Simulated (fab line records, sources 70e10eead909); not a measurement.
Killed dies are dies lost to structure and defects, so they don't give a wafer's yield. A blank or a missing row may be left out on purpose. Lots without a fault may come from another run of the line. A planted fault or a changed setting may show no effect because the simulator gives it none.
Which tool did it? | flow nand_harc | 13 lots, 39 wafers sampled, at 6 steps of a route of 1302

WHAT THE GAUGES READ, wafer by wafer
NHARC_A_DECK1_JOINT_THK_MEAS_14: measures by ellipsometry.
lot  | measured     | on            | thk_nm (nm)
L399 | day 11 09:18 | film_metro-01 | 51.7 52.9 49.4
L398 | day 11 09:18 | film_metro-02 | 50.8 50.5 53.2
L400 | day 12 01:56 | film_metro-02 | 53.5 56.2 52.1
L407 | day 14 16:04 | film_metro-02 | 51.9 51.4 51.6
L409 | day 15 13:38 | film_metro-02 | 54.5 52.8 55.3
L410 | day 16 02:43 | film_metro-02 | 47.7 48.9 50.7
L414 | day 18 00:55 | film_metro-01 | 52.7 50.7 52.6
L415 | day 18 10:26 | film_metro-01 | 50.3 53.3 51.8
L417 | day 19 05:34 | film_metro-01 | 51.6 52.4 49.4
L418 | day 19 18:35 | film_metro-02 | 51.6 51.6 52.0
L419 | day 20 01:44 | film_metro-01 | 51.2 50.9 52.6
L421 | day 21 03:34 | film_metro-01 | 51.4 52.0 51.5
L420 | day 21 03:38 | film_metro-02 | 50.4 50.0 47.8

NHARC_A_ONON_D2_THK_MEAS_14: measures by ellipsometry.
lot  | measured     | on            | thk_nm (nm)
L399 | day 12 10:35 | film_metro-01 | 994 995 996
L398 | day 12 10:49 | film_metro-01 | 1000 999 1000
L400 | day 13 04:16 | film_metro-01 | 1003 1005 1005
L407 | day 15 17:37 | film_metro-02 | 643 640 643
L409 | day 16 15:45 | film_metro-01 | 668 667 666
L410 | day 17 06:02 | film_metro-02 | 993 994 995
L414 | day 19 05:07 | film_metro-01 | 1000 998 1002
L415 | day 19 13:14 | film_metro-02 | 1006 1005 1006
L417 | day 20 10:40 | film_metro-02 | 997 995 996
L418 | day 20 23:51 | film_metro-01 | 997 993 996
L419 | day 21 09:50 | film_metro-02 | 1012 1010 1010
L421 | day 22 09:49 | film_metro-02 | 1003 1002 1001
L420 | day 22 09:47 | film_metro-02 | 983 986 985

NHARC_END_SORT_01.
lot  | measured     | on        | killed_at_array | killed_at_other | killed_at_periphery | killed_dies | killed_open | killed_short
L407 | day 27 12:02 | prober-02 | 669 672 672     | 3 2 2           | 5 3 3               | 677 677 677 | 0 4 4       | 5 3 6
L409 | day 28 13:14 | prober-01 | 672 677 672     | 2 0 0           | 3 0 5               | 677 677 677 | 3 1 4       | 6 2 2

WHICH TOOL RAN EACH LOT (tool, then ch and the chambers of the sampled wafers, then the start)
lot  | NHARC_A_CHANNEL_FILL_D1_ALD_14   | NHARC_A_CHANNEL_FILL_D1_CMP_10 | NHARC_A_ONON_D2_DEP_12
L399 | ald_hk-03 ch 0,1, day 9 05:35    | cmp-01 ch 1,2,3, day 10 22:15  | pecvd_onon-04 ch 0, day 12 10:08
L398 | ald_hk-01 ch 0,1, day 9 05:35    | cmp-04 ch 0,1,3, day 10 22:19  | pecvd_onon-02 ch 0, day 12 10:17
L400 | ald_hk-03 ch 0,3, day 9 19:55    | cmp-02 ch 2,3, day 11 14:56    | pecvd_onon-03 ch 0, day 13 03:52
L407 | ald_hk-02 ch 0,1, day 12 12:22   | cmp-02 ch 0,3, day 14 05:14    | pecvd_onon-04 ch 0, day 15 17:10
L409 | ald_hk-03 ch 2,3, day 13 09:07   | cmp-01 ch 1,2,3, day 15 02:41  | pecvd_onon-04 ch 0, day 16 15:25
L410 | ald_hk-02 ch 0,3, day 13 22:35   | cmp-02 ch 0,1,3, day 15 15:32  | pecvd_onon-02 ch 0, day 17 05:37
L414 | ald_hk-03 ch 0,2, day 15 21:22   | cmp-02 ch 1,2, day 17 13:55    | pecvd_onon-02 ch 0, day 19 04:44
L415 | ald_hk-02 ch 0,1, day 16 06:17   | cmp-01 ch 0,2,3, day 17 23:26  | pecvd_onon-04 ch 0, day 19 12:44
L417 | ald_hk-03 ch 1,2,3, day 16 22:29 | cmp-02 ch 2,3, day 18 18:33    | pecvd_onon-04 ch 0, day 20 10:16
L418 | ald_hk-01 ch 0,1, day 17 14:59   | cmp-02 ch 0,2,3, day 19 07:37  | pecvd_onon-04 ch 0, day 20 23:20
L419 | ald_hk-03 ch 0,2, day 17 22:14   | cmp-04 ch 0,1, day 19 14:43    | pecvd_onon-04 ch 0, day 21 09:23
L421 | ald_hk-01 ch 0,1,3, day 18 22:26 | cmp-04 ch 0,2,3, day 20 15:47  | pecvd_onon-03 ch 0, day 22 09:25
L420 | ald_hk-01 ch 0,2,3, day 18 22:41 | cmp-02 ch 0,2,3, day 20 15:50  | pecvd_onon-04 ch 0, day 22 09:23
- NHARC_A_CHANNEL_FILL_D1_ALD_14: deposits SiO2, target thk 2.5 nm, pulse time 10 s, ald cycles 25.
- NHARC_A_CHANNEL_FILL_D1_CMP_10: polishes, target thk 150 nm.
- NHARC_A_ONON_D2_DEP_12: target thk 1000 nm.

WHAT THE TOOLS THEMSELVES READ (means of the sampled wafers that have a number; where no wafer has one, the mark that the record gives instead)
NHARC_A_CHANNEL_FILL_D1_ALD_14.
lot  | tool      | heater_power_w (W) | precursor_pulse_height_rel
L399 | ald_hk-03 | 516                | 0.994
L398 | ald_hk-01 | 477                | 0.994
L400 | ald_hk-03 | 419                | 1.011
L407 | ald_hk-02 | 482                | 1.013
L409 | ald_hk-03 | 416                | 0.972
L410 | ald_hk-02 | 494                | 0.995
L414 | ald_hk-03 | 446                | 0.999
L415 | ald_hk-02 | 486                | 0.995
L417 | ald_hk-03 | 475                | 1.006
L418 | ald_hk-01 | 485                | 1.000
L419 | ald_hk-03 | 460                | 1.013
L421 | ald_hk-01 | 508                | 0.997
L420 | ald_hk-01 | 504                | 1.005

NHARC_A_CHANNEL_FILL_D1_CMP_10.
lot  | tool   | edge_zone_pressure_frac | motor_current_A (A) | time_to_endpoint_s (s)
L399 | cmp-01 | 0.997                   | 12.2                | 15.5
L398 | cmp-04 | 1.000                   | 11.6                | 19.5
L400 | cmp-02 | 1.006                   | 13.7                | 15.9
L407 | cmp-02 | 0.999                   | 12.7                | 16.4
L409 | cmp-01 | 1.001                   | 12.0                | 15.2
L410 | cmp-02 | 1.002                   | 11.8                | 16.7
L414 | cmp-02 | 0.998                   | 11.3                | 16.3
L415 | cmp-01 | 1.004                   | 11.6                | 16.2
L417 | cmp-02 | 0.999                   | 13.8                | 15.1
L418 | cmp-02 | 0.997                   | 12.8                | 16.1
L419 | cmp-04 | 1.000                   | 10.8                | 17.5
L421 | cmp-04 | 1.005                   | 11.1                | 15.8
L420 | cmp-02 | 0.994                   | 13.1                | 18.1

NHARC_A_ONON_D2_DEP_12.
lot  | tool          | n2o_flow_sccm (sccm)
L399 | pecvd_onon-04 | 2003
L398 | pecvd_onon-02 | 1996
L400 | pecvd_onon-03 | 1995
L407 | pecvd_onon-04 | 2001
L409 | pecvd_onon-04 | 2007
L410 | pecvd_onon-02 | 1994
L414 | pecvd_onon-02 | 2007
L415 | pecvd_onon-04 | 1998
L417 | pecvd_onon-04 | 2003
L418 | pecvd_onon-04 | 1999
L419 | pecvd_onon-04 | 2003
L421 | pecvd_onon-03 | 1997
L420 | pecvd_onon-04 | 2001

THE ANSWER, worked out from the rows above alone
Rule: what is usual is taken from the lots themselves. Put in order of their means at a reading, lots are off if they are a third of the lots or fewer, leave a main group of 4 or more, and stand apart from it by a gap of 3 or more times the standard deviation of the main group's means; of several such gaps the widest counts. A main group whose means are all the same, to the digits that the tables above print for the reading, isn't used. A lot without any number at a reading at which 4 lots or more have one is off too. The other lots that the step has rows for count as sound. The gauges are gone through in route order, then the tools' own readings, and for those a lot's mean is taken as printed above. The first step at which some lot is off is used, and at that step the reading that is off furthest; a lot without a number counts as furthest.
Off: L407, L409, at NHARC_A_ONON_D2_THK_MEAS_14 (thk_nm). The main group: mean 999 nm, standard deviation 6.7.
A tool fits if, at a process step before that reading, it ran every lot that is off, and no sound lot after the first of them. The gauges at NHARC_A_ONON_D2_THK_MEAS_14 are tried like those tools. None of those tried fits.

WHAT THE SIMULATOR HAD PUT IN
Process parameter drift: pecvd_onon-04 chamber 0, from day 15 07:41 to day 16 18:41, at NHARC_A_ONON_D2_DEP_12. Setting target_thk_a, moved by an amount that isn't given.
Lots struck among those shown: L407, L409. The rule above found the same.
